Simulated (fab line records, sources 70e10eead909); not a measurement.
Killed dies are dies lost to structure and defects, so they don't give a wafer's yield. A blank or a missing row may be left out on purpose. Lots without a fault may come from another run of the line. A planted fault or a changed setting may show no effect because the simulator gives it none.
Which tool did it? | flow nand_harc | 6 lots, 18 wafers sampled, at 4 steps of a route of 1302

WHAT THE GAUGES READ, wafer by wafer
NHARC_A_SGD_CUT_CD_MEAS_09: target cd 100 nm.
lot  | measured     | on        | cd_nm (nm)
L981 | day 19 18:32 | cd_sem-01 | 100.4 99.5 100.0
L992 | day 23 14:33 | cd_sem-01 | 100.5 100.6 100.4
L997 | day 26 07:37 | cd_sem-03 | 100.1 99.7 100.4
L100 | day 27 02:38 | cd_sem-03 | 100.7 100.3 99.9
L102 | day 28 05:06 | cd_sem-03 | 100.1 100.1 99.9
L103 | day 29 10:32 | cd_sem-03 | 100.6 101.0 101.0

WHICH TOOL RAN EACH LOT (tool, then ch and the chambers of the sampled wafers, then the start)
lot  | NHARC_A_STAIRCASE_DESCUM_443       | NHARC_A_STAIRCASE_ETCHBACK_422     | NHARC_A_SGD_CUT_SOFTBAKE_04
L981 | rie_diel-04 ch 1,2,3, day 19 10:35 | rie_diel-10 ch 2,3, day 19 16:29   | litho_track-01 ch 0, day 19 18:00
L992 | rie_diel-10 ch 0,3, day 23 06:43   | rie_diel-10 ch 1,3, day 23 12:35   | litho_track-01 ch 0, day 23 14:00
L997 | rie_diel-07 ch 1,2,3, day 25 23:36 | rie_diel-07 ch 1,2,3, day 26 05:37 | litho_track-01 ch 0, day 26 07:00
L100 | rie_diel-10 ch 0,2,3, day 26 18:31 | rie_diel-07 ch 1,2,3, day 27 00:21 | litho_track-06 ch 0, day 27 02:00
L102 | rie_diel-07 ch 0,1,3, day 27 20:12 | rie_diel-04 ch 0,1,3, day 28 03:02 | litho_track-04 ch 0, day 28 04:00
L103 | rie_diel-10 ch 0,1,3, day 29 01:38 | rie_diel-10 ch 0,1, day 29 08:29   | litho_track-04 ch 0, day 29 10:00
- NHARC_A_STAIRCASE_DESCUM_443: chemistry O2, time 3 s.
- NHARC_A_STAIRCASE_ETCHBACK_422: etches the open film in CH3F/O2, target depth 40 nm, time 74.286 s.
- NHARC_A_SGD_CUT_SOFTBAKE_04: time 55 s.

THE ANSWER, worked out from the rows above alone
Rule: what is usual is taken from the lots themselves. Put in order of their means at a reading, lots are off if they are a third of the lots or fewer, leave a main group of 4 or more, and stand apart from it by a gap of 3 or more times the standard deviation of the main group's means; of several such gaps the widest counts. A main group whose means are all the same, to the digits that the tables above print for the reading, isn't used. A lot without any number at a reading at which 4 lots or more have one is off too. The other lots that the step has rows for count as sound.
No lot is off at any reading shown: from this, nothing can be told.

WHAT THE SIMULATOR HAD PUT IN
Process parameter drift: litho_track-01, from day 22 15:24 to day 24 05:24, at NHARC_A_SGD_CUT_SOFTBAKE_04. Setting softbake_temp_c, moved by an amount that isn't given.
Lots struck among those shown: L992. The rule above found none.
